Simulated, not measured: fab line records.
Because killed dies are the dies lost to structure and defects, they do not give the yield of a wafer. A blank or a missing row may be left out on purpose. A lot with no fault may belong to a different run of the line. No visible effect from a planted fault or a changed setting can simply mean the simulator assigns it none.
fab line records	flow n5-finfet
record lots=5	wafers=15	last-day=17
route steps=1938 shown BEOL_M4@1099 BEOL_M5@1112 BEOL_M8@1370 PASSIVATION@1936
lots that met no fault: from a run of the same line without faults
start-h: the number of hours between the record's first day and the start of the first shown wafer of the lot	wait-h: hours since the lot's step before	" the same as in the row above	L1.1+2: one row covering several wafers at once	- either no value or no given start	* or withheld: withheld	< > ~ a bound
route shown NAME@n: NAME is a module with steps in the file, n the number in the route of the first one	usual: mean and standard deviation over wafers with no fault	same: alike in all rows	chamber/n: place in a boat	sites: the reading at each site	_std_site: the standard deviation of these	_edge_site: the outer-site mean with the inner-site mean subtracted	radius-mm: for every site, how far away it sits from the centre of the wafer	mask NAME#n: copy n	behind: the tool/chamber that last shaped the wafer	hold: what put the lot on hold/how long, in hours/how the hold closed	device: the n, p or np transistor that did not switch	end of line: tests of these same wafers at the route's end	where a step has no rows: the recipe by itself	killed: not the wafer's yield, but the dies lost to structure and defects at the first sort	map: dies across one wafer; x = killed, . = not, _ = none there
set.NAME: the setting that was run; set.NAME@STEP: the one run at that earlier step	model.NAME: the simulator's own value behind a step, which no gauge read
certain route steps with their lots: each step a table, each wafer a row
services: from which hour (start-h, from the record's first day; less than 0 if before it) a tool's chamber was out of use, for how many hours, and why
## steps
# step N5_BEOL_M4_ANNEAL_95
# recipe temp-c=400	time-s=240	ambient=vacuum
# step N5_BEOL_M4_SPUTTER_96
# recipe material=Cu	target-thk-a=45	temp-c=-20	chamber-pressure-pa=0.07	power-w=withheld	time-s=8.29
# step N5_BEOL_M4_ECD_50
# recipe material=Cu	target-thk-a=3000
# step N5_BEOL_M4_ANNEAL_51
# recipe temp-c=225	time-s=90	ambient=N2
# step N5_BEOL_M4_CMP_52
# recipe stop-on=SiOC	t-overpolish-s=6.8	down-force-psi=1	platen-rpm=50	clearing-platen-down-force-psi=1.5	clearing-platen-rpm=50	post-cmp-clean=cu-alkaline	target-thk-nm=40	clearing-platen-pad-velocity-m-s=0.99484	pad-velocity-m-s=0.99484
# step N5_BEOL_M4_PRE_CLEAN_60
# recipe gas=NH3/H2	time-s=15	temp-c=*	rf-power-w=300
# step N5_BEOL_M4_CO_CAP_55
# recipe material=Co	target-thk-a=20	temp-c=200	precursor=CCTBA/H2	pressure-torr=30	time-s=102.1
# step N5_BEOL_M4_PRE_CLEAN_56
# recipe gas=NH3	time-s=15	temp-c=withheld	rf-power-w=300
# step N5_BEOL_M4_DEP_57
# recipe material=SiCN	target-thk-a=80	temp-c=withheld	precursor=3MS/NH3	pressure-torr=3	rf-w=202	time-s=14
# step N5_BEOL_M4_RC_MEAS_101
# usual DIBL_N=36.6/2.1	DIBL_P=36.3/2.2	IOFF_N=0.16/0.036	IOFF_P=0.21/0.038	ION_N=671/12	ION_P=460/7.5	SS_N=71.8/0.72	SS_P=73.3/0.72	VT_N=250/3.2	VT_P=-250/3.5
lot.wafer	tool	chamber	start-h	wait-h	DIBL_N[mV/V]	DIBL_P[mV/V]	IOFF_N[nA/um]	IOFF_P[nA/um]	ION_N[uA/um]	ION_P[uA/um]	SS_N[mV/dec]	SS_P[mV/dec]	VT_N[mV]	VT_P[mV]
L190.2	prober-02	0	242.79	0.3	37.6	38.0	0.17	0.19	659	451	72.0	73.4	250	-254
L190.3	"	0	"	"	40.1	41.7	0.24	0.26	681	458	72.4	74.0	246	-251
L190.6	"	0	"	"	35.7	37.2	0.14	0.19	659	452	71.7	73.0	251	-254
L193.1	prober-01	0	243.19	0.6	35.5	36.2	0.14	0.19	665	455	71.9	73.6	252	-251
L193.3	"	0	"	"	36.6	36.7	0.16	0.20	659	453	72.2	73.6	248	-256
L193.5	"	0	"	"	34.6	34.6	0.13	0.18	653	452	72.0	72.3	254	-256
L194.1	prober-02	0	247.60	0.0	35.6	35.0	0.14	0.17	659	446	71.3	72.3	257	-254
L194.4	"	0	"	"	35.8	36.1	0.15	0.18	684	463	71.6	72.8	253	-254
L194.5	"	0	"	"	34.9	34.6	0.14	0.16	655	447	71.2	72.5	251	-257
L195.1	prober-01	0	267.45	0.0	37.5	37.2	0.17	0.20	681	459	71.7	73.3	250	-251
L195.2	"	0	"	"	37.8	37.2	0.16	0.19	663	452	72.2	73.6	251	-253
L195.3	"	0	"	"	38.8	38.7	0.21	0.23	660	453	72.4	73.7	250	-251
L202.1	prober-02	0	299.96	0.0	34.6	33.4	0.13	0.20	673	467	70.8	72.5	250	-248
L202.2	"	0	"	"	34.7	33.6	0.14	0.20	670	467	71.4	73.4	250	-249
L202.5	"	0	"	"	33.6	32.9	0.12	0.19	658	463	70.4	73.4	255	-250
# step N5_BEOL_M5_ILD_DEP_00
# recipe material=SiCOH_lowk	target-thk-a=1406.4	temp-c=300	precursor=DEMS/porogen	pressure-torr=5	rf-w=500	time-s=25.9
# step N5_BEOL_M5_CURE_79
# recipe temp-c=385	time-s=240	ambient=He/Ar	material=SiCOH_lowk
# step N5_BEOL_M5_PECVD_70
# recipe material=SiO2	target-thk-a=160	temp-c=400	precursor=TEOS/O2	pressure-torr=5.5	rf-w=450	teos-flow-sccm=53.8	gas=O2	flow-sccm=3000	time-s=18
# step N5_BEOL_M5_HM_DEP_02
# recipe material=TiN	target-thk-a=200	temp-c=25	chamber-pressure-pa=0.49996
# step N5_BEOL_M5_COAT_59
# recipe resist=SOC	temp-c=250	time-s=60	spin-rpm=1500	resist-thk-nm=60
# step N5_BEOL_M5_COAT_60
# recipe resist=SiARC	temp-c=220	time-s=60	spin-rpm=1500	resist-thk-nm=12
# step N5_BEOL_M5_COAT_71
# recipe resist=underlayer	temp-c=205	time-s=60	spin-rpm=1500	resist-thk-nm=5
# step N5_BEOL_M5_COAT_05
# recipe resist=CAR-EUV	spin-rpm=1500	resist-thk-nm=30
# step N5_BEOL_M5_EBR_07
# recipe solvent=PGMEA	ebr-width-mm=1.5
# step N5_BEOL_M5_SOFTBAKE_06
# recipe temp-c=110	time-s=60	resist=CAR-EUV
# step N5_BEOL_M5_EXPOSE_08
# recipe mask-id=M5	na=0.33	source-shape=annular	sigma-inner=0.4	sigma-outer=0.8	polarization=unpolarized	target-cd-nm=28	dose-mj=35.75
# step N5_BEOL_M5_PEB_09
# recipe peb-temp-c=100	peb-time-s=60	resist=CAR-EUV
# step N5_BEOL_M5_DEVELOP_10
# recipe develop-time-s=30	developer=TMAH	resist=CAR-EUV	rinse-liquid=surfactant-rinse	dry=air-spin	dev-temp-c=23
# step N5_BEOL_M5_DESCUM_16
# recipe chemistry=O2	time-s=7	source-power-w=50	bias-power-w=20	pressure-mtorr=20	rf-frequency-hz=2.712e+07	temp-c=40	resist=CAR-EUV	o2-flow-sccm=225
# step N5_BEOL_M5_ETCH_72
# recipe chemistry=N2/H2	target=underlayer	target-depth-a=65	mask-material=CAR-EUV	time-s=5.2	ion-energy-ev=200	pressure-mtorr=30	source-w=840	bias-w=150	n2-flow-sccm=200	h2-flow-sccm=200	ends=cleared
# step N5_BEOL_M5_ETCH_61
# recipe chemistry=CF4	target=SiARC	target-depth-a=156	mask-material=CAR-EUV	time-s=26	ion-energy-ev=80	pressure-mtorr=40	source-w=545	bias-w=36	Ar_flow_sccm=100	cf4-flow-sccm=100	ends=cleared
# step N5_BEOL_M5_ETCH_62
# recipe chemistry=N2/H2	target=SOC	target-depth-a=750	overetch-a=150	mask-material=SiARC	temp-c=40	time-s=112.5	ion-energy-ev=200	pressure-mtorr=30	source-w=840	bias-w=150	n2-flow-sccm=200	h2-flow-sccm=200
# step N5_BEOL_M5_STRIP_63
# recipe chemistry=N2/H2	temp-c=40	n2-flow-sccm=200	h2-flow-sccm=200	rf-frequency-hz=6e+07
# step N5_BEOL_M5_STRIP_73
# recipe chemistry=N2/H2	temp-c=40	n2-flow-sccm=200	h2-flow-sccm=200	rf-frequency-hz=6e+07
# step N5_BEOL_M5_STRIP_64
# recipe chemistry=CF4	resist=SiARC	power-w=300	bias-power-w=75	pressure-mtorr=50	cf4-flow-sccm=150	rf-frequency-hz=6e+07
# step N5_BEOL_M5_HM_OPEN_17
# recipe chemistry=Cl2/BCl3	target-depth-a=200	overetch-a=60	target=TiN	mask-material=SOC	ion-energy-ev=150	pressure-mtorr=10	icp-w=1000	bias-w=126	Cl2_flow_sccm=53.25	bcl3-flow-sccm=21.75	Ar_flow_sccm=25
# step N5_BEOL_M5_STRIP_19
# recipe chemistry=O2	power-w=400	temp-c=40	pressure-mtorr=30	rf-frequency-hz=6e+07	bias-power-w=0	overash-fraction=0.2	o2-flow-sccm=225
# step N5_BEOL_M5_COAT_65
# recipe resist=SOC	temp-c=250	time-s=60	spin-rpm=1500	resist-thk-nm=60
# step N5_BEOL_M5_COAT_66
# recipe resist=SiARC	temp-c=220	time-s=60	spin-rpm=1500	resist-thk-nm=12
# step N5_BEOL_M8_ETCH_65
# recipe chemistry=CF4	target=SiARC	target-depth-a=156	mask-material=CAR-EUV	time-s=26	ion-energy-ev=80	pressure-mtorr=40	source-w=545	bias-w=36	Ar_flow_sccm=100	cf4-flow-sccm=100	ends=cleared
# usual bias-w=35.99/0.1	cf4-flow-sccm=99.94/0.27	drypump-motor-current-A=5.9/0.39	etch-rf-on-time-s=25.9/0.56	oes-product-au=0.70/0.072	rf-vpp-V=184.1/0.99	showerhead-plenum-p-Torr=2.15/0.05	throttle-valve-pct=15.59/0.27
lot.wafer	tool	chamber	start-h	wait-h	bias-w	cf4-flow-sccm	drypump-motor-current-A	etch-rf-on-time-s	oes-product-au	rf-hours-counter-h	rf-vpp-V	showerhead-plenum-p-Torr	throttle-valve-pct	model.CAR-EUV_of_BEOL_M8_COAT_22.thk-nm
L190.2	rie-diel-04	1	273.96	0.0	35.93	100.25	6.6	26.4	0.67	99	183.5	2.07	15.55	11.2
L190.3	"	3	"	"	35.98	99.77	5.2	26.0	0.80	9	183.4	2.10	15.65	11.2
L190.6	"	0	"	"	35.94	99.60	5.9	25.0	0.75	-	186.1	2.16	15.10	11
L193.1	rie-diel-04	0	282.01	0.0	-	-	-	-	-	-	-	-	-	20.2
L193.3	"	1	"	"	-	-	-	-	-	-	-	-	-	20.4
L193.5	"	3	"	"	-	-	-	-	-	-	-	-	-	20.2
L194.1	rie-diel-01	0	282.09	0.0	-	-	-	-	-	-	-	-	-	20.4
L194.4	"	0	"	"	-	-	-	-	-	-	-	-	-	20.4
L194.5	"	2	"	"	-	-	-	-	-	-	-	-	-	20.2
L195.1	rie-diel-04	2	298.86	0.0	-	-	-	-	-	-	-	-	-	20.4
L195.2	"	3	"	"	-	-	-	-	-	-	-	-	-	20.4
L195.3	"	1	"	"	-	-	-	-	-	-	-	-	-	20.2
L202.1	rie-diel-04	1	334.04	0.0	36.03	100.16	6.6	26.2	0.66	120	183.8	2.06	15.60	11.2
L202.2	"	2	"	"	36.01	99.63	5.4	25.6	0.77	33	185.2	2.20	15.58	11.2
L202.5	"	3	"	"	36.09	100.24	5.2	26.1	0.76	-	183.8	2.09	15.68	11.2
# step N5_BEOL_M8_ETCH_66
# recipe chemistry=N2/H2	target=SOC	target-depth-a=800	overetch-a=160	mask-material=SiARC	temp-c=40	time-s=120	ion-energy-ev=200	pressure-mtorr=30	source-w=840	bias-w=150	n2-flow-sccm=200	h2-flow-sccm=200
# usual bias-w=150.0/0.45	chamber-pressure-mTorr=29.999/0.028	drypump-motor-current-A=5.9/0.39	oes-product-au=0.63/0.062	rf-vpp-V=524.1/1.8	showerhead-plenum-p-Torr=2.55/0.057	throttle-valve-pct=17.8/0.31
# same time-s=120
lot.wafer	tool	chamber	start-h	wait-h	bias-w	chamber-pressure-mTorr	drypump-motor-current-A	oes-product-au	rf-hours-counter-h	rf-vpp-V	showerhead-plenum-p-Torr	throttle-valve-pct
L190.2	rie-diel-04	1	273.99	0.0	149.2	30.042	6.6	0.61	99	522.1	2.46	17.8
L190.3	"	3	"	"	150.1	30.031	5.2	0.72	9	522.7	2.50	18.1
L190.6	"	0	"	"	150.2	30.006	5.9	0.65	-	524.8	2.59	17.4
L193.1	rie-diel-04	0	282.04	0.0	150.3	29.980	5.9	0.31	59	525.9	2.58	17.3
L193.3	"	1	"	"	149.8	29.962	6.6	0.30	102	520.9	2.46	17.8
L193.5	"	3	"	"	150.8	29.992	5.2	0.35	-	521.7	2.50	18.0
L194.1	rie-diel-01	0	282.11	0.0	149.4	29.993	5.9	0.26	250	519.6	2.39	18.2
L194.4	"	0	"	"	149.6	30.013	5.9	0.26	-	519.6	2.39	18.2
L194.5	"	2	"	"	149.8	30.045	6.5	0.33	-	524.6	2.58	17.4
L195.1	rie-diel-04	2	298.88	0.0	149.9	30.028	5.4	0.34	21	525.2	2.60	17.8
L195.2	"	3	"	"	150.6	30.022	5.2	0.34	19	520.2	2.50	18.0
L195.3	"	1	"	"	149.4	29.981	6.6	0.29	109	522.0	2.45	17.8
L202.1	rie-diel-04	1	334.07	0.0	149.7	29.988	6.6	0.60	120	521.1	2.45	17.8
L202.2	"	2	"	"	149.6	29.959	5.4	0.68	33	526.3	2.60	17.8
L202.5	"	3	"	"	150.1	30.003	5.2	0.68	-	522.8	2.49	18.1
# step N5_PASSIVATION_PROBE_49
# usual defect-limited-yield=91.1/1.4	killed_at_M0_to_M3=33/9.1	killed_at_M4_up=14/5.6	killed-at-contacts=13/5.7	killed-at-front-end=42/12	killed-at-other=4/3	killed-dies=105/16	killed-on-rim=13/4	killed-open=69/11	killed-short=34/7.5	sort_bin_5_function=5.2/0.91	sort_bin_6_memory=3.3/0.64	sort-n-pass=1075/16	sort-yield-pct=91.1/1.4
# same gross-dies=1180	killed-at-back-side=0	sort_bin_4_leakage[%]=0	sort_bin_8_speed[%]=0
lot.wafer	tool	chamber	start-h	wait-h	defect-limited-yield[%]	killed_at_M0_to_M3	killed_at_M4_up	killed-at-contacts	killed-at-front-end	killed-at-other	killed-dies	killed-on-rim	killed-open	killed-short	sort_bin_5_function[%]	sort_bin_6_memory[%]	sort-n-pass	sort-yield-pct[%]
L190.2	prober-01	-	340.78	0.1	87.4	36	20	10	82	1	149	18	100	48	7.8	4.6	1031	87.4
L190.3	prober-01	-	340.83	0.1	89.7	27	29	10	51	4	121	16	83	33	5.8	4.2	1059	89.7
L190.6	prober-01	-	340.98	0.3	90.3	32	9	5	68	0	114	15	63	47	5.6	3.6	1066	90.3
L193.1	prober-01	-	344.70	0.0	0	29	1072	18	52	9	1180	152	84	28	96.4	3.5	0	0
L193.3	prober-01	-	344.80	0.1	0	35	1069	21	51	4	1180	152	86	38	96.2	3.4	0	0
L193.5	prober-01	-	344.90	0.2	0	28	1100	14	36	2	1180	152	63	34	96.1	3.7	0	0
L194.1	prober-02	-	345.99	0.0	0	33	1068	16	58	5	1180	152	89	43	96.2	3.6	0	0
L194.4	prober-02	-	346.14	0.2	0	36	1079	10	51	4	1180	152	83	40	95.3	4.5	0	0
L194.5	prober-02	-	346.19	0.2	0	24	1095	11	47	3	1180	152	68	32	95.9	3.8	0	0
L195.1	prober-02	-	362.44	0.0	0	26	1100	8	46	0	1180	152	71	30	95.8	3.6	0	0
L195.2	prober-02	-	362.49	0.1	0	33	1087	14	35	11	1180	152	71	36	95.8	4.2	0	0
L195.3	prober-02	-	362.54	0.1	0	27	1098	11	39	5	1180	152	62	32	97.5	2.4	0	0
L202.1	prober-01	-	410.64	0.0	89.7	30	5	10	66	11	122	17	74	47	6.9	3.0	1058	89.7
L202.2	prober-01	-	410.69	0.1	89.4	56	11	11	41	6	125	21	86	38	6.9	3.4	1055	89.4
L202.5	prober-01	-	410.84	0.2	90.5	33	19	20	37	3	112	15	75	37	5.9	3.2	1068	90.5
# killed by level:class
L190.2 STI_FIN_REVEAL:geometric-particle:open=36 BEOL_M3:geometric-particle:open=12 BEOL_M4:geometric-particle:open=10 FIN_SAQP:geometric-particle:short=9 FIN_SAQP:geometric-particle:open=7 STI_FIN_REVEAL:geometric-particle:short=7 MOL_CONTACT_COAG:geometric-particle:open=6 BEOL_M2:geometric-particle:open=5
L190.3 BEOL_M4:geometric-particle:open=17 STI_FIN_REVEAL:geometric-particle:open=12 FIN_SAQP:geometric-particle:open=11 BEOL_M3:geometric-particle:open=9 FIN_SAQP:geometric-particle:short=8 DUMMY_GATE:geometric-particle:open=5 MOL_CONTACT_COAG:geometric-particle:open=5 STI_FIN_REVEAL:geometric-particle:short=4
L190.6 FIN_SAQP:geometric-particle:short=17 STI_FIN_REVEAL:geometric-particle:open=17 BEOL_M3:geometric-particle:open=10 FIN_SAQP:geometric-particle:open=9 BEOL_M0_SAQP:geometric-particle:short=8 GATE_CUT:geometric-particle:short=6 STI_FIN_REVEAL:geometric-particle:short=5 MOL_CONTACT_COAG:geometric-particle:open=4
L193.1 BEOL_M8:area-etch=1068 FIN_SAQP:geometric-particle:open=18 MOL_CONTACT_COAG:geometric-particle:open=15 STI_FIN_REVEAL:geometric-particle:open=11 BEOL_M1:geometric-particle:open=7 BEOL_M3:geometric-particle:open=7 FIN_SAQP:geometric-particle:short=6 BEOL_M2:geometric-particle:open=5
L193.3 BEOL_M8:area-etch=1055 STI_FIN_REVEAL:geometric-particle:open=29 MOL_CONTACT_COAG:geometric-particle:open=15 BEOL_M3:geometric-particle:open=12 BEOL_M2:geometric-particle:open=8 MOL_CONTACT_COAG:geometric-particle:short=6 BEOL_M0_SAQP:geometric-particle:short=6 BEOL_M5:geometric-particle:short=5
L193.5 BEOL_M8:area-etch=1083 STI_FIN_REVEAL:geometric-particle:open=10 BEOL_M2:geometric-particle:open=10 MOL_CONTACT_COAG:geometric-particle:open=9 BEOL_M3:geometric-particle:open=8 BEOL_M4:geometric-particle:open=8 FIN_SAQP:geometric-particle:short=5 MOL_CONTACT_COAG:geometric-particle:short=5
L194.1 BEOL_M8:area-etch=1047 STI_FIN_REVEAL:geometric-particle:open=22 MOL_CONTACT_COAG:geometric-particle:open=11 FIN_SAQP:geometric-particle:open=10 BEOL_M0_SAQP:geometric-particle:open=9 BEOL_M4:geometric-particle:open=9 BEOL_M0_SAQP:geometric-particle:short=7 BEOL_M3:geometric-particle:open=6
L194.4 BEOL_M8:area-etch=1054 STI_FIN_REVEAL:geometric-particle:open=16 BEOL_M4:geometric-particle:open=12 BEOL_M0_SAQP:geometric-particle:short=9 STARTING-WAFER:geometric-particle:open=8 MOL_CONTACT_COAG:geometric-particle:open=7 FIN_SAQP:geometric-particle:short=6 BEOL_M0_SAQP:geometric-particle:open=6
L194.5 BEOL_M8:area-etch=1079 STI_FIN_REVEAL:geometric-particle:open=17 GATE_CUT:geometric-particle:short=9 MOL_CONTACT_COAG:geometric-particle:open=8 FIN_SAQP:geometric-particle:open=7 BEOL_M1:geometric-particle:open=7 BEOL_M0_SAQP:geometric-particle:open=6 BEOL_M4:geometric-particle:open=5
L195.1 BEOL_M8:area-etch=1079 FIN_SAQP:geometric-particle:open=14 BEOL_M4:geometric-particle:open=9 DUMMY_GATE:geometric-particle:open=7 BEOL_M0_SAQP:geometric-particle:short=7 BEOL_M2:geometric-particle:open=7 MOL_CONTACT_COAG:geometric-particle:open=6 STARTING-WAFER:geometric-particle:open=5
L195.2 BEOL_M8:area-etch=1073 FIN_SAQP:geometric-particle:open=12 MOL_CONTACT_COAG:geometric-particle:open=10 BEOL_M2:geometric-particle:open=7 FIN_SAQP:geometric-particle:short=6 BEOL_M0_SAQP:geometric-particle:open=6 BEOL_M1:geometric-particle:open=6 BEOL_M4:geometric-particle:open=6
L195.3 BEOL_M8:area-etch=1085 MOL_CONTACT_COAG:geometric-particle:open=9 BEOL_M4:geometric-particle:open=9 FIN_SAQP:geometric-particle:open=7 FIN_SAQP:geometric-particle:short=6 BEOL_M0_SAQP:geometric-particle:open=6 GATE_CUT:geometric-particle:open=5 BEOL_M2:geometric-particle:open=5
L202.1 FIN_SAQP:geometric-particle:open=16 FIN_SAQP:geometric-particle:short=15 STI_FIN_REVEAL:geometric-particle:open=9 DUMMY_GATE:geometric-particle:open=8 BEOL_M0_SAQP:geometric-particle:short=8 MOL_CONTACT_COAG:geometric-particle:open=7 BEOL_M2:geometric-particle:open=6 BEOL_M3:geometric-particle:open=6
L202.2 FIN_SAQP:geometric-particle:open=18 BEOL_M2:geometric-particle:open=16 MOL_CONTACT_COAG:geometric-particle:open=11 BEOL_M0_SAQP:geometric-particle:open=8 FIN_SAQP:geometric-particle:short=7 BEOL_M3:geometric-particle:open=7 BEOL_M0_SAQP:geometric-particle:short=6 BEOL_M0:geometric-particle:open=6
L202.5 MOL_CONTACT_COAG:geometric-particle:open=16 FIN_SAQP:geometric-particle:open=9 BEOL_M2:geometric-particle:open=8 FIN_SAQP:geometric-particle:short=7 STI_FIN_REVEAL:geometric-particle:open=6 BEOL_M0_SAQP:geometric-particle:open=6 BEOL_M4:geometric-particle:open=6 BEOL_M1:geometric-particle:open=5
# map L193.1 (x killed, . not)
_________________xxxxxxxxxxxx________________
______________xxxxxxxxxxxxxxxxxx_____________
___________xxxxxxxxxxxxxxxxxxxxxxxx__________
__________xxxxxxxxxxxxxxxxxxxxxxxxxx_________
________xxxxxxxxxxxxxxxxxxxxxxxxxxxxxx_______
_______xxxxxxxxxxxxxxxxxxxxxxxxxxxxxxxx______
______xxxxxxxxxxxxxxxxxxxxxxxxxxxxxxxxxx_____
_____xxxxxxxxxxxxxxxxxxxxxxxxxxxxxxxxxxxx____
____xxxxxxxxxxxxxxxxxxxxxxxxxxxxxxxxxxxxxx___
___xxxxxxxxxxxxxxxxxxxxxxxxxxxxxxxxxxxxxxxx__
___xxxxxxxxxxxxxxxxxxxxxxxxxxxxxxxxxxxxxxxx__
__xxxxxxxxxxxxxxxxxxxxxxxxxxxxxxxxxxxxxxxxxx_
__xxxxxxxxxxxxxxxxxxxxxxxxxxxxxxxxxxxxxxxxxx_
_xxxxxxxxxxxxxxxxxxxxxxxxxxxxxxxxxxxxxxxxxxxx
_xxxxxxxxxxxxxxxxxxxxxxxxxxxxxxxxxxxxxxxxxxxx
_xxxxxxxxxxxxxxxxxxxxxxxxxxxxxxxxxxxxxxxxxxxx
_xxxxxxxxxxxxxxxxxxxxxxxxxxxxxxxxxxxxxxxxxxxx
_xxxxxxxxxxxxxxxxxxxxxxxxxxxxxxxxxxxxxxxxxxxx
_xxxxxxxxxxxxxxxxxxxxxxxxxxxxxxxxxxxxxxxxxxxx
_xxxxxxxxxxxxxxxxxxxxxxxxxxxxxxxxxxxxxxxxxxxx
_xxxxxxxxxxxxxxxxxxxxxxxxxxxxxxxxxxxxxxxxxxxx
__xxxxxxxxxxxxxxxxxxxxxxxxxxxxxxxxxxxxxxxxxx_
__xxxxxxxxxxxxxxxxxxxxxxxxxxxxxxxxxxxxxxxxxx_
___xxxxxxxxxxxxxxxxxxxxxxxxxxxxxxxxxxxxxxxx__
___xxxxxxxxxxxxxxxxxxxxxxxxxxxxxxxxxxxxxxxx__
____xxxxxxxxxxxxxxxxxxxxxxxxxxxxxxxxxxxxxx___
_____xxxxxxxxxxxxxxxxxxxxxxxxxxxxxxxxxxxx____
______xxxxxxxxxxxxxxxxxxxxxxxxxxxxxxxxxx_____
_______xxxxxxxxxxxxxxxxxxxxxxxxxxxxxxxx______
________xxxxxxxxxxxxxxxxxxxxxxxxxxxxxx_______
__________xxxxxxxxxxxxxxxxxxxxxxxxxx_________
___________xxxxxxxxxxxxxxxxxxxxxxxx__________
______________xxxxxxxxxxxxxxxxxx_____________
_________________xxxxxxxxxxxx________________
# map L194.1 (x killed, . not)
_________________xxxxxxxxxxxx________________
______________xxxxxxxxxxxxxxxxxx_____________
___________xxxxxxxxxxxxxxxxxxxxxxxx__________
__________xxxxxxxxxxxxxxxxxxxxxxxxxx_________
________xxxxxxxxxxxxxxxxxxxxxxxxxxxxxx_______
_______xxxxxxxxxxxxxxxxxxxxxxxxxxxxxxxx______
______xxxxxxxxxxxxxxxxxxxxxxxxxxxxxxxxxx_____
_____xxxxxxxxxxxxxxxxxxxxxxxxxxxxxxxxxxxx____
____xxxxxxxxxxxxxxxxxxxxxxxxxxxxxxxxxxxxxx___
___xxxxxxxxxxxxxxxxxxxxxxxxxxxxxxxxxxxxxxxx__
___xxxxxxxxxxxxxxxxxxxxxxxxxxxxxxxxxxxxxxxx__
__xxxxxxxxxxxxxxxxxxxxxxxxxxxxxxxxxxxxxxxxxx_
__xxxxxxxxxxxxxxxxxxxxxxxxxxxxxxxxxxxxxxxxxx_
_xxxxxxxxxxxxxxxxxxxxxxxxxxxxxxxxxxxxxxxxxxxx
_xxxxxxxxxxxxxxxxxxxxxxxxxxxxxxxxxxxxxxxxxxxx
_xxxxxxxxxxxxxxxxxxxxxxxxxxxxxxxxxxxxxxxxxxxx
_xxxxxxxxxxxxxxxxxxxxxxxxxxxxxxxxxxxxxxxxxxxx
_xxxxxxxxxxxxxxxxxxxxxxxxxxxxxxxxxxxxxxxxxxxx
_xxxxxxxxxxxxxxxxxxxxxxxxxxxxxxxxxxxxxxxxxxxx
_xxxxxxxxxxxxxxxxxxxxxxxxxxxxxxxxxxxxxxxxxxxx
_xxxxxxxxxxxxxxxxxxxxxxxxxxxxxxxxxxxxxxxxxxxx
__xxxxxxxxxxxxxxxxxxxxxxxxxxxxxxxxxxxxxxxxxx_
__xxxxxxxxxxxxxxxxxxxxxxxxxxxxxxxxxxxxxxxxxx_
___xxxxxxxxxxxxxxxxxxxxxxxxxxxxxxxxxxxxxxxx__
___xxxxxxxxxxxxxxxxxxxxxxxxxxxxxxxxxxxxxxxx__
____xxxxxxxxxxxxxxxxxxxxxxxxxxxxxxxxxxxxxx___
_____xxxxxxxxxxxxxxxxxxxxxxxxxxxxxxxxxxxx____
______xxxxxxxxxxxxxxxxxxxxxxxxxxxxxxxxxx_____
_______xxxxxxxxxxxxxxxxxxxxxxxxxxxxxxxx______
________xxxxxxxxxxxxxxxxxxxxxxxxxxxxxx_______
__________xxxxxxxxxxxxxxxxxxxxxxxxxx_________
___________xxxxxxxxxxxxxxxxxxxxxxxx__________
______________xxxxxxxxxxxxxxxxxx_____________
_________________xxxxxxxxxxxx________________
## services
tool	chamber	start-h	hours	kind
rie-diel-04	2	265.77	9.3	repair
rie-diel-01	0	286.63	-	clean
rie-diel-01	0	286.63	-	consumable-replace:focus-ring
rie-diel-01	0	286.63	-	consumable-replace:showerhead
rie-diel-01	0	286.63	28.2	scheduled-down
rie-diel-01	0	286.63	28.2	vent-cycle
## key
first-sign step=N5_BEOL_M8_ETCH_65	reading=tool-record	direction=missing
effect step=N5_BEOL_M8_ETCH_66	reading=oes-product-au	direction=down	sigmas=5.1	usual=0.63	struck=0.31
effect step=N5_PASSIVATION_PROBE_49	reading=killed_at_M4_up	direction=up	sigmas=99+	usual=14	struck=1085
model-effect step=N5_BEOL_M8_ETCH_65	value=CAR-EUV_of_BEOL_M8_COAT_22.thk-nm	without=11.11	struck=20.31
more-kills-born-at N5_BEOL_M8_ETCH_65@rie-diel-04=6443	N5_BEOL_M8_ETCH_65@rie-diel-01=3180
met-at N5_BEOL_M8_ETCH_65
struck-wafers L193.1,L193.3,L193.5,L194.1,L194.4,L194.5,L195.1,L195.2,L195.3
later-rows-left-out L193.1,L193.3,L193.5,L194.1,L194.4,L194.5,L195.1,L195.2,L195.3
onset-between 273.96 282.01
fault kind=skipped-step-whole	tool=rie-diel-01,rie-diel-04	chamber=-	onset-h=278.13	steps=N5_BEOL_M8_ETCH_65	scope=struck-lots-only
# later-rows-left-out: the simulator's readings of these wafers behind a module that went badly wrong aren't trusted and aren't shown, but for the sort
